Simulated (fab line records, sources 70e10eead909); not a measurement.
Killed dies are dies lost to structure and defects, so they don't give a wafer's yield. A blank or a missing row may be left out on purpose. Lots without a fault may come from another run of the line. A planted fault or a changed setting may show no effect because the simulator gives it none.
Tool commonality check | flow nand_harc | 3 lots, 9 wafers sampled

WHY IT WAS OPENED
At NHARC_END_SORT_01 the reading killed_at_periphery is flagged on 2 of 3 lots. Wafers without a fault read 3.2, standard deviation 2.2.
Rule: a lot is flagged when every wafer of it that has a number lies more than 4 standard deviations from that mean, or none has a number. The other lots count as sound.

lot  | measured     | on        | killed_at_periphery, wafer by wafer | flag
L849 | day 21 09:55 | prober-01 | 47 76 53                            | FLAGGED
L852 | day 21 17:41 | prober-01 | 72 55 77                            | FLAGGED
L853 | day 22 16:49 | prober-02 | 5 0 2                               |
The numbers of the flagged lots are 63.3 on average: +60.1 against the usual, or +27 standard deviations.

WHICH TOOL RAN EACH LOT
The record holds 4 process steps before the reading, out of a route of 1159 steps. In each cell: the tool, then ch and the chambers that the sampled wafers went through, then the start.
lot  | flag    | NHARC_P_CONTACT_STRIP_28          | NHARC_HYBRID_BOND_ACTIVATE_00      | NHARC_THIN_TSV_DESCUM_14           | NHARC_THIN_TSV_STRIP_45
L849 | FLAGGED | rie_diel-06 ch 0,3, day 7 06:55   | rie_diel-03 ch 0,2, day 20 06:11   | rie_diel-01 ch 0,2,3, day 20 19:22 | plasma_asher-01 ch 0,1, day 20 20:19
L852 | FLAGGED | rie_diel-06 ch 0,2,3, day 7 19:01 | rie_diel-12 ch 0,2,3, day 20 11:49 | rie_diel-06 ch 2,3, day 21 02:28   | plasma_asher-01 ch 0,1, day 21 03:20
L853 |         | rie_diel-12 ch 1,2,3, day 8 23:25 | rie_diel-12 ch 0,1,2, day 21 07:34 | rie_diel-06 ch 0,1,3, day 21 20:52 | plasma_asher-01 ch 0,1, day 21 21:48
What these steps do:
- NHARC_P_CONTACT_STRIP_28: strips in O2.
- NHARC_HYBRID_BOND_ACTIVATE_00: chemistry N2, time 60 s.
- NHARC_THIN_TSV_DESCUM_14: chemistry O2, time 3 s.
- NHARC_THIN_TSV_STRIP_45: strips in O2.
- NHARC_END_SORT_01

FLAGGED OVER TOTAL, TOOL BY TOOL (the gauges that took the reading come last)
step                          | tool            | lots run | flagged | share of the flagged lots | sound lots run after its first flagged lot
NHARC_P_CONTACT_STRIP_28      | rie_diel-06     | 2        | 2       | all                       | 0
NHARC_P_CONTACT_STRIP_28      | rie_diel-12     | 1        | 0       | none                      | -
NHARC_HYBRID_BOND_ACTIVATE_00 | rie_diel-03     | 1        | 1       | some                      | 0
NHARC_HYBRID_BOND_ACTIVATE_00 | rie_diel-12     | 2        | 1       | some                      | 1 (L853)
NHARC_THIN_TSV_DESCUM_14      | rie_diel-01     | 1        | 1       | some                      | 0
NHARC_THIN_TSV_DESCUM_14      | rie_diel-06     | 2        | 1       | some                      | 1 (L853)
NHARC_THIN_TSV_STRIP_45       | plasma_asher-01 | 3        | 2       | all                       | 1 (L853)
NHARC_END_SORT_01             | prober-01       | 2        | 2       | all                       | 0
NHARC_END_SORT_01             | prober-02       | 1        | 0       | none                      | -

WHAT THE TABLE ALLOWS
3 rows of the table ran every flagged lot: rie_diel-06 at NHARC_P_CONTACT_STRIP_28, plasma_asher-01 at NHARC_THIN_TSV_STRIP_45, prober-01 at NHARC_END_SORT_01.
- rie_diel-06 at NHARC_P_CONTACT_STRIP_28: 2 of its 2 lots flagged. It ran no sound lot before its first flagged lot in this sample, so the start can't be narrowed down.
- plasma_asher-01 at NHARC_THIN_TSV_STRIP_45: 2 of its 3 lots flagged. Sound lots ran on it after the first flagged one (L853), which a lasting fault on the whole tool wouldn't allow.
- prober-01 at NHARC_END_SORT_01: 2 of its 2 lots flagged. It ran no sound lot before its first flagged lot in this sample, so the start can't be narrowed down.
Counting lots can't tell these 2 tools apart, because each fits a fault that began at some hour. More lots, or a look at what each step does to the wafer, might.

WHAT THE SIMULATOR HAD PUT IN
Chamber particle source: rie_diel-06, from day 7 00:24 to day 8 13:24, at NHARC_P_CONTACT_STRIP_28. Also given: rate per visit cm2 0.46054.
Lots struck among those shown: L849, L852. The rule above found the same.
